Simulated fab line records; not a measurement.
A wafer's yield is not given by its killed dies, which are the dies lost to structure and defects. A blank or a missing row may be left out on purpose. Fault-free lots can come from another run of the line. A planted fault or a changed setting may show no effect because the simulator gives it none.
What tool caused it?	flow n5-finfet	Sampling: 8 lots, 22 wafers, 5 of 1938 route steps

WHAT THE GAUGES READ, wafer by wafer
N5_BEOL_M4_RC_MEAS_101.
lot	measured	on	DIBL_N (mV/V)
L419	day 7 21:32	prober-01	35.2 33.2 33.7
L420	day 8 05:31	prober-01	33.3 35.7 35.2
L428	day 10 00:16	prober-02	37.0 36.4 36.6
L431	day 10 22:46	prober-02	35.4 33.6 35.8
L432	day 11 03:14	prober-01	36.4 34.0 35.7
L439	day 13 13:15	prober-01	37.2 38.8
L440	day 13 09:05	prober-02	34.4 35.9
L441	day 13 10:40	prober-01	35.1 36.1 35.9

TOOL THAT RAN EACH LOT (tool first, then ch and the chambers of the sampled wafers, then the start)
lot	N5_MOL_CONTACT_COAG_ETCHBACK_132	N5_MOL_CONTACT_COAG_ETCHBACK_135	N5_MOL_CONTACT_COAG_STRIP_96	N5_MOL_CONTACT_COAG_ETCH_124
L419	rie-diel-01 ch 0,1,3, day 5 05:47	rie-diel-01 ch 0,1,3, day 5 05:55	rie-diel-01 ch 0,1,3, day 5 06:01	rie-diel-01 ch 0,2, day 5 07:23
L420	rie-diel-03 ch 1,3, day 5 11:10	rie-diel-03 ch 1,3, day 5 11:18	rie-diel-03 ch 1,3, day 5 11:24	rie-diel-01 ch 0,3, day 5 12:40
L428	rie-diel-03 ch 0,1, day 7 10:02	rie-diel-03 ch 0,1, day 7 10:09	rie-diel-03 ch 0,1, day 7 10:15	rie-diel-03 ch 0,2, day 7 11:31
L431	rie-diel-01 ch 1,2,3, day 8 08:49	rie-diel-01 ch 1,2,3, day 8 08:56	rie-diel-01 ch 1,2,3, day 8 09:02	rie-diel-03 ch 0,3, day 8 10:32
L432	rie-diel-03 ch 0,1, day 8 11:47	rie-diel-03 ch 0,1, day 8 11:55	rie-diel-03 ch 0,1, day 8 12:00	rie-diel-03 ch 0,1,3, day 8 13:37
L439	rie-diel-03 ch 0,2, day 10 04:06	rie-diel-03 ch 0,2, day 10 04:14	rie-diel-03 ch 0,2, day 10 04:20	rie-diel-01 ch 0,3, day 10 05:41
L440	rie-diel-06 ch 0,3, day 10 08:08	rie-diel-06 ch 0,3, day 10 08:16	rie-diel-06 ch 0,3, day 10 08:22	rie-diel-01 ch 1,3, day 10 09:44
L441	rie-diel-01 ch 0,1,3, day 10 14:28	rie-diel-01 ch 0,1,3, day 10 14:35	rie-diel-01 ch 0,1,3, day 10 14:41	rie-diel-06 ch 0,2,3, day 10 16:07
- N5_MOL_CONTACT_COAG_ETCHBACK_132: etches SiO2 in CHF3, target depth 10 nm, time 6.7 s.
- N5_MOL_CONTACT_COAG_ETCHBACK_135: etches SiO2 in CHF3, target depth 25 nm, time 16.7 s.
- N5_MOL_CONTACT_COAG_STRIP_96: strips in N2/H2.
- N5_MOL_CONTACT_COAG_ETCH_124: etches SiNx in CH3F/O2, stops on SiOC, target depth 6.5 nm.

THE ANSWER, worked out from the rows above alone
Rule: what is usual is taken from the lots themselves. The widest of any qualifying gaps counts: lots, ordered by their means at a reading, are off when they make up no more than a third of the lots, leave a main group of 4 or more, and stand apart from it by 3 or more times the standard deviation of that group's means. The tables above print the reading to a certain number of digits; a main group whose means all agree to those digits is not used. Also off: a lot with no number at a reading for which 4 or more lots have one. All remaining lots with rows at the step are treated as sound.
Across all readings shown, no lot is off: no conclusion can be drawn from this.

WHAT HAD BEEN PUT IN BY THE SIMULATOR
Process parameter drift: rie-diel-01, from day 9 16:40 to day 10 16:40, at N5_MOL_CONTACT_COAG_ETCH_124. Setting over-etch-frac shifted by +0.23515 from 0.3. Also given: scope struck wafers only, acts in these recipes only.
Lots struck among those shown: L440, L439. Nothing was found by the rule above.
